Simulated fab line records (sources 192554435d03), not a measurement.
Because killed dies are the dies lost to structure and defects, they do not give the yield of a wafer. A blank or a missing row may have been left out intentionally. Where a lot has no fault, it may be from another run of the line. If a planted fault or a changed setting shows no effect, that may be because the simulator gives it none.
Which tool did it? + flow n5 finfet + 36 wafers from 12 lots sampled at 2 of the route's 1938 steps

WHAT THE GAUGES SHOWED, per wafer
N5_BEOL_M10_INSPECT_13: inspects for defects (brightfield).
| lot  | measured     | on                | raw defect count |
|------|--------------|-------------------|------------------|
| L075 | day 11 03:48 | defect inspect-01 | 433 422 526      |
| L077 | day 13 08:03 | defect inspect-01 | 764 535 700      |
| L079 | day 14 03:46 | defect inspect-02 | 707 357 368      |
| L082 | day 14 18:10 | defect inspect-02 | 431 568 388      |
| L085 | day 15 17:22 | defect inspect-01 | 299 340 275      |
| L087 | day 15 18:09 | defect inspect-02 | 398 281 485      |
| L076 | day 16 01:44 | defect inspect-02 | 405 560 684      |
| L090 | day 16 09:55 | defect inspect-02 | 439 446 478      |
| L088 | day 17 04:32 | defect inspect-02 | 541 458 337      |
| L094 | day 17 09:42 | defect inspect-02 | 390 354 379      |
| L095 | day 17 11:27 | defect inspect-02 | 365 407 361      |
| L097 | day 17 20:36 | defect inspect-02 | 553 281 357      |

WHAT TOOL EACH LOT RAN ON (gives the tool, then ch and the chambers of the sampled wafers, and finally the start)
| lot  | N5_BEOL_M9_DEP_56               |
|------|---------------------------------|
| L075 | pecvd-04 ch 0,2, day 10 23:45   |
| L077 | pecvd-01 ch 0,1,2, day 13 03:28 |
| L079 | pecvd-04 ch 0,1,2, day 13 23:40 |
| L082 | pecvd-04 ch 0,1,2, day 14 15:07 |
| L085 | pecvd-03 ch 0,2, day 15 11:30   |
| L087 | pecvd-01 ch 0,1,2, day 15 12:38 |
| L076 | pecvd-01 ch 0,1,2, day 15 23:34 |
| L090 | pecvd-03 ch 0,2, day 16 07:11   |
| L088 | pecvd-01 ch 1,2, day 17 01:49   |
| L094 | pecvd-03 ch 0,1,2, day 17 06:38 |
| L095 | pecvd-03 ch 0,2, day 17 09:42   |
| L097 | pecvd-01 ch 0,2, day 17 18:16   |
- N5_BEOL_M9_DEP_56: deposits SiCN from 3MS/NH3, target thk 15 nm, time 26.5 s.

THE ANSWER, worked out from the rows above alone
Rule: what is usual is taken from the lots themselves. Put in order of their means at a reading, lots are off if they are a third of the lots or fewer, leave a main group of 4 or more, and stand apart from it by a gap of 3 or more times the standard deviation of the main group's means; of several such gaps the widest counts. A main group whose means are all the same, to the digits that the tables above print for the reading, isn't used. A lot without any number at a reading at which 4 lots or more have one is off too. All remaining lots with rows at the step are treated as sound.
No lot is off on any of the readings shown, so nothing can be concluded from this.

WHAT THE SIMULATOR PUT IN
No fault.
